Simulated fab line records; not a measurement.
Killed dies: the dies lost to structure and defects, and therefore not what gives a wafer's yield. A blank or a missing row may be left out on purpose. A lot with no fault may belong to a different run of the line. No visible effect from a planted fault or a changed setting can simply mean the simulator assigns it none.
Which of the tools did it? | flow nand_harc | 13 lots, 39 wafers sampled, at 4 steps of a route of 1159

## WHAT EACH GAUGE READ, for each wafer
The record holds no reading of a measuring or inspecting step that can be judged against a usual standard deviation.

## TOOL THAT RAN EACH LOT (tool first, then ch and the chambers of the sampled wafers, then the start)
lot  | NHARC_A_STAIRCASE_ETCHBACK_416                | NHARC_A_STAIRCASE_STRIP_476        | NHARC_A_STAIRCASE_DEP_325       | NHARC_A_STAIRCASE_DESCUM_443
L988 | rie_diel-13 ch 0,2,3, day 12 12:11 or earlier | rie_diel-03 ch 0,1,3, day 12 12:11 | pecvd-01 ch 0,2, day 13 15:18   | rie_diel-03 ch 0,1, day 13 23:55
L990 | rie_diel-03 ch 0,1,3, day 12 13:40 or earlier | rie_diel-03 ch 0,1,2, day 12 13:40 | pecvd-01 ch 0,1,2, day 13 15:58 | rie_diel-03 ch 0,1,3, day 14 00:02
L986 | rie_diel-01 ch 0,3, day 12 16:28 or earlier   | rie_diel-01 ch 0,1,2, day 12 16:28 | pecvd-03 ch 1,2, day 13 22:04   | rie_diel-03 ch 2,3, day 14 07:11
L989 | rie_diel-01 ch 0,1,2, day 12 21:26 or earlier | rie_diel-01 ch 1,2,3, day 12 21:26 | pecvd-01 ch 0,2, day 13 21:59   | rie_diel-13 ch 0,1,3, day 14 07:22
L991 | rie_diel-01 ch 0,1,3, day 12 22:50 or earlier | rie_diel-01 ch 0,1,2, day 12 22:50 | pecvd-04 ch 1,2, day 13 22:02   | rie_diel-03 ch 0,1,2, day 14 08:41
L992 | rie_diel-01 ch 0,2,3, day 13 11:52 or earlier | rie_diel-01 ch 0,1,2, day 13 11:52 | pecvd-04 ch 1,2, day 14 14:22   | rie_diel-03 ch 0,3, day 14 22:40
L993 | rie_diel-13 ch 0,1,3, day 14 09:47 or earlier | rie_diel-13 ch 1,2,3, day 14 09:47 | pecvd-04 ch 0,1, day 15 18:14   | rie_diel-13 ch 0,2, day 16 02:00
L999 | rie_diel-13 ch 2,3, day 15 10:12 or earlier   | rie_diel-13 ch 0,1,2, day 15 10:12 | pecvd-03 ch 0,1,2, day 16 15:21 | rie_diel-03 ch 0,2,3, day 16 23:20
L998 | rie_diel-03 ch 0,2, day 15 14:27 or earlier   | rie_diel-03 ch 0,2, day 15 14:27   | pecvd-01 ch 0,2, day 16 15:21   | rie_diel-01 ch 0,1,2, day 16 23:01
L104 | rie_diel-13 ch 0,3, day 16 07:29 or earlier   | rie_diel-13 ch 0,1,3, day 16 07:29 | pecvd-04 ch 0,1,2, day 17 10:01 | rie_diel-13 ch 1,2,3, day 17 17:30
L103 | rie_diel-03 ch 2,3, day 16 08:55 or earlier   | rie_diel-03 ch 0,2, day 16 08:55   | pecvd-03 ch 1,2, day 17 09:45   | rie_diel-03 ch 1,2,3, day 17 17:38
L109 | rie_diel-13 ch 1,2,3, day 17 12:19 or earlier | rie_diel-13 ch 0,1,3, day 17 12:19 | pecvd-04 ch 0,1,2, day 18 15:17 | rie_diel-13 ch 0,2,3, day 18 22:48
L108 | rie_diel-01 ch 0,1,2, day 17 14:05 or earlier | rie_diel-01 ch 1,2, day 17 14:05   | pecvd-04 ch 0,1,2, day 18 14:48 | rie_diel-01 ch 0,1,3, day 18 22:32
- NHARC_A_STAIRCASE_ETCHBACK_416: etches the open film in C4F8/O2/Ar, target depth 36 nm, time 7.2 s.
- NHARC_A_STAIRCASE_STRIP_476: strips in O2, time 20 s.
- NHARC_A_STAIRCASE_DEP_325: deposits SiO2, target thk 3800 nm.
- NHARC_A_STAIRCASE_DESCUM_443: chemistry O2, time 3 s.

## WHAT THE TOOLS THEMSELVES READ (means of the sampled wafers that have a number; where no wafer has one, the mark that the record gives instead)
NHARC_A_STAIRCASE_ETCHBACK_416. Usual: oes_product_au 0.937 a.u., standard deviation 0.027; rf_vpp_V 722 V, standard deviation 4.8.
lot  | tool        | oes_product_au (a.u.) | rf_vpp_V (V) | flag
L988 | rie_diel-13 | 0.926                 | 719          |
L990 | rie_diel-03 | 0.934                 | 721          |
L986 | rie_diel-01 | 0.999                 | 723          |
L989 | rie_diel-01 | 0.916                 | 721          |
L991 | rie_diel-01 | 0.997                 | 720          |
L992 | rie_diel-01 | 0.919                 | 721          |
L993 | rie_diel-13 | 0.924                 | 725          |
L999 | rie_diel-13 | 0.920                 | 727          |
L998 | rie_diel-03 | 0.935                 | 717          |
L104 | rie_diel-13 | 0.929                 | 721          |
L103 | rie_diel-03 | 0.975                 | 720          |
L109 | rie_diel-13 | 0.954                 | 726          |
L108 | rie_diel-01 | 0.922                 | 721          |

NHARC_A_STAIRCASE_STRIP_476. Usual: drypump_motor_current_A 5.9 A, standard deviation 0.45; oes_product_au 0.999 a.u., standard deviation 0.011; rf_vpp_V 57.6 V, standard deviation 0.93; showerhead_plenum_p_Torr 3.48 Torr, standard deviation 0.16; throttle_valve_pct 17.037 %, standard deviation 0.0084.
lot  | tool        | drypump_motor_current_A (A) | oes_product_au (a.u.) | rf_vpp_V (V) | showerhead_plenum_p_Torr (Torr) | throttle_valve_pct (%) | flag
L988 | rie_diel-03 | 6.1                         | 1.011                 | 57.6         | 3.43                            | 17.035                 |
L990 | rie_diel-03 | 6.1                         | 1.005                 | 57.7         | 3.36                            | 17.048                 |
L986 | rie_diel-01 | 6.0                         | 0.988                 | 59.1         | 3.47                            | 17.039                 |
L989 | rie_diel-01 | 5.8                         | 0.998                 | 57.6         | 3.37                            | 17.038                 |
L991 | rie_diel-01 | 6.1                         | 0.980                 | 57.0         | 3.47                            | 17.037                 |
L992 | rie_diel-01 | 6.0                         | 0.990                 | 58.3         | 3.47                            | 17.046                 |
L993 | rie_diel-13 | 6.2                         | 0.999                 | 58.5         | 3.69                            | 17.030                 |
L999 | rie_diel-13 | 5.8                         | 1.005                 | 57.5         | 3.53                            | 17.030                 |
L998 | rie_diel-03 | 6.2                         | 0.999                 | 57.7         | 3.35                            | 17.028                 |
L104 | rie_diel-13 | 5.9                         | 1.002                 | 56.5         | 3.58                            | 17.043                 |
L103 | rie_diel-03 | 6.2                         | 1.007                 | 57.9         | 3.35                            | 17.038                 |
L109 | rie_diel-13 | 5.9                         | 0.996                 | 57.1         | 3.58                            | 17.025                 |
L108 | rie_diel-01 | 5.9                         | 0.999                 | 58.1         | 3.39                            | 17.042                 |

NHARC_A_STAIRCASE_DEP_325. Usual: heater_power_w 623 W, standard deviation 110; mfc_precursor_sccm 200.0 sccm, standard deviation 0.62.
lot  | tool     | heater_power_w (W) | mfc_precursor_sccm (sccm) | flag
L988 | pecvd-01 | 601                | 200.1                     |
L990 | pecvd-01 | 626                | 199.6                     |
L986 | pecvd-03 | 630                | 201.2                     |
L989 | pecvd-01 | 561                | 199.7                     |
L991 | pecvd-04 | 622                | 199.7                     |
L992 | pecvd-04 | 616                | 199.6                     |
L993 | pecvd-04 | 637                | 200.1                     |
L999 | pecvd-03 | 540                | 200.1                     |
L998 | pecvd-01 | 660                | 114.9                     | OFF
L104 | pecvd-04 | 577                | 200.0                     |
L103 | pecvd-03 | 634                | 199.8                     |
L109 | pecvd-04 | 611                | 199.7                     |
L108 | pecvd-04 | 615                | 200.2                     |

NHARC_A_STAIRCASE_DESCUM_443. Usual: drypump_motor_current_A 6.0 A, standard deviation 0.4; oes_product_au 1.001 a.u., standard deviation 0.011; rf_vpp_V 57.7 V, standard deviation 0.9; showerhead_plenum_p_Torr 1.89 Torr, standard deviation 0.096; throttle_valve_pct 11.310 %, standard deviation 0.0087.
lot  | tool        | drypump_motor_current_A (A) | oes_product_au (a.u.) | rf_vpp_V (V) | showerhead_plenum_p_Torr (Torr) | throttle_valve_pct (%) | flag
L988 | rie_diel-03 | 6.0                         | 1.003                 | 57.7         | 1.86                            | 11.308                 |
L990 | rie_diel-03 | 6.0                         | 1.003                 | 58.4         | 1.86                            | 11.309                 |
L986 | rie_diel-03 | 6.3                         | 1.004                 | 57.2         | 1.82                            | 11.313                 |
L989 | rie_diel-13 | 5.9                         | 1.007                 | 57.4         | 1.95                            | 11.309                 |
L991 | rie_diel-03 | 6.1                         | 1.001                 | 57.4         | 1.81                            | 11.314                 |
L992 | rie_diel-03 | 5.9                         | 1.005                 | 57.1         | 1.89                            | 11.309                 |
L993 | rie_diel-13 | 5.3                         | 1.007                 | 56.8         | 1.85                            | 11.304                 |
L999 | rie_diel-03 | 6.1                         | 1.006                 | 57.0         | 1.85                            | 11.307                 |
L998 | rie_diel-01 | 6.0                         | 0.987                 | 57.7         | 1.87                            | 11.309                 |
L104 | rie_diel-13 | 6.2                         | 1.001                 | 57.9         | 2.00                            | 11.313                 |
L103 | rie_diel-03 | 6.2                         | 1.002                 | 58.4         | 2.02                            | 11.306                 |
L109 | rie_diel-13 | 5.8                         | 1.006                 | 57.9         | 1.93                            | 11.319                 |
L108 | rie_diel-01 | 5.7                         | 0.991                 | 57.1         | 1.85                            | 11.302                 |

## THE ANSWER, worked out from the rows above alone
Rule: lot off if the mean of its wafers having a number is beyond 3 standard deviations from the usual mean. Also off: a lot with no number at a reading for which 4 or more lots have one. All remaining lots with rows at the step are treated as sound. Order of review: gauges by route order, followed by the tools' own readings, for which a lot's mean as printed above is used. At the first step where some lot is off, the reading lying furthest off is the one used; lots without a number count as furthest.
Off: L998 (NHARC_A_STAIRCASE_DEP_325, mfc_precursor_sccm).
A tool fits if, at that step or a process step before it, it ran every lot that is off, and no sound lot after the first of them. NHARC_A_STAIRCASE_ETCHBACK_416 gives no start for some lots, so the hours and the order of its lots are those of NHARC_A_STAIRCASE_STRIP_476. One fits: NHARC_A_STAIRCASE_DEP_325 on pecvd-01. A fault onset in the window from L989 (day 13 21:59, its last sound lot) to L998 (day 16 15:21, its first lot off) fits.
The tool's own readings at NHARC_A_STAIRCASE_DEP_325 bear it out: on the lots that are off they differ by more than 5 times the standard deviation of the sound lots' means. mfc_precursor_sccm reads 114.9 sccm there against 200.0 sccm on the sound lots.

## WHAT WAS PUT IN BY THE SIMULATOR
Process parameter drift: pecvd-01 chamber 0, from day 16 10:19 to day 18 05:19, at NHARC_A_STAIRCASE_DEP_325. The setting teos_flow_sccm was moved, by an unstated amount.
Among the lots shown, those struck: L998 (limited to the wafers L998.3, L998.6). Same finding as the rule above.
